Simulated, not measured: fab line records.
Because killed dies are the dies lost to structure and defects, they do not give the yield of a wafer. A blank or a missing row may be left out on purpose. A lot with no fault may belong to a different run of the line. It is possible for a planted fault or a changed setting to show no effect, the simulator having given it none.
Split-lot experiment | flow n5 finfet | 7 lots, 21 wafers read, on a route of 1938 steps

== THE SPLIT ==
At N5_BEOL_M0_SAQP_ETCH_107 (etches SiNx in CH3F/O2, target depth 30 nm), the setting bias w was moved away from the recipe's 73 W on 9 of the 21 wafers read, by -17.6% to +11.9%. All remaining wafers had this setting at the recipe value.

Reading taken at the split's own step.

== THE READING ==
rf vpp V, in V, at N5_BEOL_M0_SAQP_ETCH_107 (etches SiNx in CH3F/O2, target depth 30 nm). A value of 297 V with a standard deviation of 4.2 V is what fault-free wafers of this fab line usually give.

wafer  | tool, chamber at the split | bias w as run, W | against the recipe | rf vpp V, V | against lot-mates on the recipe
L080.2 | rie diel-06, 1             | 62.56            | -14.3%             | 272         | -27
L080.3 | rie diel-06, 3             | 62.56            | -14.3%             | 266         | -33
L080.4 | rie diel-06, 0             | 73               | recipe             | 299         | -
L085.3 | rie diel-05, 3             | 73               | recipe             | 291         | -
L085.5 | rie diel-05, 1             | 67.79            | -7.1%              | 281         | -10
L085.6 | rie diel-05, 2             | 67.79            | -7.1%              | 274         | -17
L088.2 | rie diel-06, 3             | 64.83            | -11.2%             | 272         | -30
L088.3 | rie diel-06, 2             | 73               | recipe             | 302         | -
L088.5 | rie diel-06, 1             | 64.83            | -11.2%             | 277         | -25
L089.3 | rie diel-06, 3             | 81.71            | +11.9%             | 326         | +22
L089.4 | rie diel-06, 1             | 73               | recipe             | 306         | -
L089.6 | rie diel-06, 2             | 73               | recipe             | 302         | -
L090.1 | rie diel-05, 2             | 73               | recipe             | 292         | -
L090.4 | rie diel-05, 1             | 73               | recipe             | 298         | -
L090.5 | rie diel-05, 1             | 73               | recipe             | 298         | -
L091.2 | rie diel-06, 2             | 73               | recipe             | 301         | -
L091.5 | rie diel-06, 0             | 73               | recipe             | 298         | -
L091.6 | rie diel-06, 3             | 73               | recipe             | 298         | -
L095.1 | rie diel-04, 1             | 60.14            | -17.6%             | 259         | -33
L095.2 | rie diel-04, 0             | 73               | recipe             | 292         | -
L095.4 | rie diel-04, 3             | 60.14            | -17.6%             | 255         | -37

THE FIT
A straight line over all 21 wafers: rf vpp V changes by +2.25 V for each +1% of bias w; r = +0.97; the points scatter about the line by 4.4 V.
The same after taking each lot's own level away (the mean of its wafers on the recipe; 21 wafers): +2.05 V for each +1%; r = +0.98; scatter 2.8 V.
On that fit, the largest move of bias w shifts the reading by 36 V.
Across the lots, their own levels run from 291.0 to 304.0 V, a range of 3.1 times the standard deviation given above.
The two slopes agree, so the slope changes little with the lot-to-lot level.
Check: with one of the wafers moved furthest among these (-17.6%) left out of the fit, the line predicts -37.4 V for it against its lot-mates. Against them it came out at -33 V.
Tool readings at the split's step, against how far the setting was moved: rf vpp V r = +0.97.

== THE OTHER SPLITS THESE WAFERS WENT THROUGH ==
Before the reading, these wafers also passed through other splits. Each is held against what the fit with the lots' levels taken away leaves over:
other split on the same wafers          | wafers away from the commonest value | r with rf vpp V (lot level and that fit taken away)
N5_MOL_CONTACT_COAG_ETCHBACK_135 time s | 9                                    | +0.35
N5_MOL_CONTACT_COAG_VIA_ETCH_46 bias w  | 8                                    | +0.12
N5_BEOL_M0_SAQP_EXPOSE_11 dose mj       | 9                                    | -0.14
N5_BEOL_M0_SAQP_ETCH_84 time s          | 6                                    | +0.18

== THE FILE'S OWN FIT ==
rf vpp V changes by +2.04 V for each +1% of bias w, r = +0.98.
